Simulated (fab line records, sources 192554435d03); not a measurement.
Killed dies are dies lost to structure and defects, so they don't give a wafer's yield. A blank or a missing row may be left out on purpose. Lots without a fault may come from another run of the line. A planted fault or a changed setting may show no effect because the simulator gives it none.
Which tool did it? | flow n5_finfet | 11 lots, 33 wafers sampled, at 3 steps of a route of 1938

WHAT THE GAUGES READ, wafer by wafer
N5_MIM_TOP_LITHO_OVL_MEAS_11. Usual: MIM_TOP_OVL -4 nm, standard deviation 4.8.
lot  | measured     | on         | MIM_TOP_OVL (nm) | flag
L491 | day 11 18:46 | overlay-01 | -9 -8 -10        |
L492 | day 11 19:19 | overlay-02 | 6 0 11           |
L493 | day 12 06:58 | overlay-02 | 2 -1 -5          |
L497 | day 12 23:59 | overlay-01 | -3 -7 -3         |
L496 | day 13 00:11 | overlay-02 | -3 8 0           |
L500 | day 14 07:57 | overlay-02 | -1 -11 -6        |
L504 | day 15 09:05 | overlay-02 | -6 5 -8          |
L506 | day 15 10:16 | overlay-01 | -11 -2 -10       |
L508 | day 16 01:23 | overlay-01 | 2 1 3            |
L510 | day 17 10:31 | overlay-02 | -14 -15 -7       |
L511 | day 18 03:49 | overlay-01 | -3 -3 -8         |

WHICH TOOL RAN EACH LOT (tool, then ch and the chambers of the sampled wafers, then the start)
lot  | N5_BEOL_M15_PRE_CLEAN_42     | N5_MIM_TOP_LITHO_EXPOSE_05
L491 | pvd_sputter-01, day 11 12:08 | krf_scanner-01 ch 0, day 11 18:34
L492 | pvd_sputter-03, day 11 14:22 | krf_scanner-02 ch 0, day 11 19:07
L493 | pvd_sputter-02, day 12 00:58 | krf_scanner-01 ch 0, day 12 06:45
L497 | pvd_sputter-03, day 12 17:37 | krf_scanner-01 ch 0, day 12 23:48
L496 | pvd_sputter-03, day 12 18:01 | krf_scanner-02 ch 0, day 12 23:58
L500 | pvd_sputter-01, day 14 02:00 | krf_scanner-02 ch 0, day 14 07:45
L504 | pvd_sputter-03, day 15 02:52 | krf_scanner-02 ch 0, day 15 08:53
L506 | pvd_sputter-01, day 15 03:49 | krf_scanner-01 ch 0, day 15 10:03
L508 | pvd_sputter-01, day 15 18:55 | krf_scanner-01 ch 0, day 16 01:11
L510 | pvd_sputter-03, day 17 06:52 | krf_scanner-02 ch 0, day 17 10:18
L511 | pvd_sputter-03, day 17 23:40 | krf_scanner-01 ch 0, day 18 03:37
- N5_BEOL_M15_PRE_CLEAN_42: time 30 s.
- N5_MIM_TOP_LITHO_EXPOSE_05: exposes mask MIM TOP, target cd 2000 nm.

WHAT THE TOOLS THEMSELVES READ (means of the sampled wafers that have a number; where no wafer has one, the mark that the record gives instead)
N5_BEOL_M15_PRE_CLEAN_42. Usual: heater_power_w 464 W, standard deviation 49; susceptor_temp_C 300.01 C, standard deviation 0.17.
lot  | tool           | heater_power_w (W) | susceptor_temp_C (C) | flag
L491 | pvd_sputter-01 | 437                | 299.94               |
L492 | pvd_sputter-03 | 495                | 300.07               |
L493 | pvd_sputter-02 | 478                | 300.02               |
L497 | pvd_sputter-03 | 460                | 299.94               |
L496 | pvd_sputter-03 | 435                | 300.03               |
L500 | pvd_sputter-01 | 446                | 300.15               |
L504 | pvd_sputter-03 | 495                | 299.92               |
L506 | pvd_sputter-01 | 458                | 299.86               |
L508 | pvd_sputter-01 | 432                | 299.94               |
L510 | pvd_sputter-03 | 407                | 300.15               |
L511 | pvd_sputter-03 | 435                | 299.98               |

N5_MIM_TOP_LITHO_EXPOSE_05. Usual: exposure_dose_mJ_cm2 20.484, standard deviation 0.022; reticle_temp_C 23.00 C, standard deviation 0.099; stage_vel_mm_s 500.02 mm/s, standard deviation 0.26.
lot  | tool           | exposure_dose_mJ_cm2 | reticle_temp_C (C) | stage_vel_mm_s (mm/s) | flag
L491 | krf_scanner-01 | 20.487               | 23.02              | 500.27                |
L492 | krf_scanner-02 | 20.491               | 23.08              | 500.04                |
L493 | krf_scanner-01 | 20.508               | 23.10              | 500.00                |
L497 | krf_scanner-01 | 20.495               | 23.01              | 499.92                |
L496 | krf_scanner-02 | 20.466               | 22.94              | 500.18                |
L500 | krf_scanner-02 | 20.519               | 22.93              | 500.12                |
L504 | krf_scanner-02 | 20.493               | 23.01              | 500.12                |
L506 | krf_scanner-01 | 20.486               | 22.94              | 499.72                |
L508 | krf_scanner-01 | 20.824               | 23.01              | 499.82                | OFF
L510 | krf_scanner-02 | 20.467               | 23.07              | 500.23                |
L511 | krf_scanner-01 | 20.661               | 23.08              | 500.47                | OFF

THE ANSWER, worked out from the rows above alone
Rule: a lot is off if the mean of its wafers that have a number lies more than 3 standard deviations from the usual mean. A lot without any number at a reading at which 4 lots or more have one is off too. The other lots that the step has rows for count as sound. The gauges are gone through in route order, then the tools' own readings, and for those a lot's mean is taken as printed above. The first step at which some lot is off is used, and at that step the reading that is off furthest; a lot without a number counts as furthest.
Off: L508, L511, at N5_MIM_TOP_LITHO_EXPOSE_05 (exposure_dose_mJ_cm2).
A tool fits if, at that step or a process step before it, it ran every lot that is off, and no sound lot after the first of them. One fits: krf_scanner-01 at N5_MIM_TOP_LITHO_EXPOSE_05. Its last sound lot is L506 (day 15 10:03), its first lot that is off L508 (day 16 01:11): a fault that began between those two fits.
The tool's own readings at N5_MIM_TOP_LITHO_EXPOSE_05 bear it out: on the lots that are off they differ by more than 5 times the standard deviation of the sound lots' means. exposure_dose_mJ_cm2 reads 20.742 there against 20.490 on the sound lots.

WHAT THE SIMULATOR HAD PUT IN
Process parameter drift: krf_scanner-01, from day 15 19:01 on, at N5_MIM_TOP_LITHO_EXPOSE_05. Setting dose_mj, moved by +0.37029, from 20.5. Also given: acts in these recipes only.
Lots struck among those shown: L508, L511. The rule above found the same.
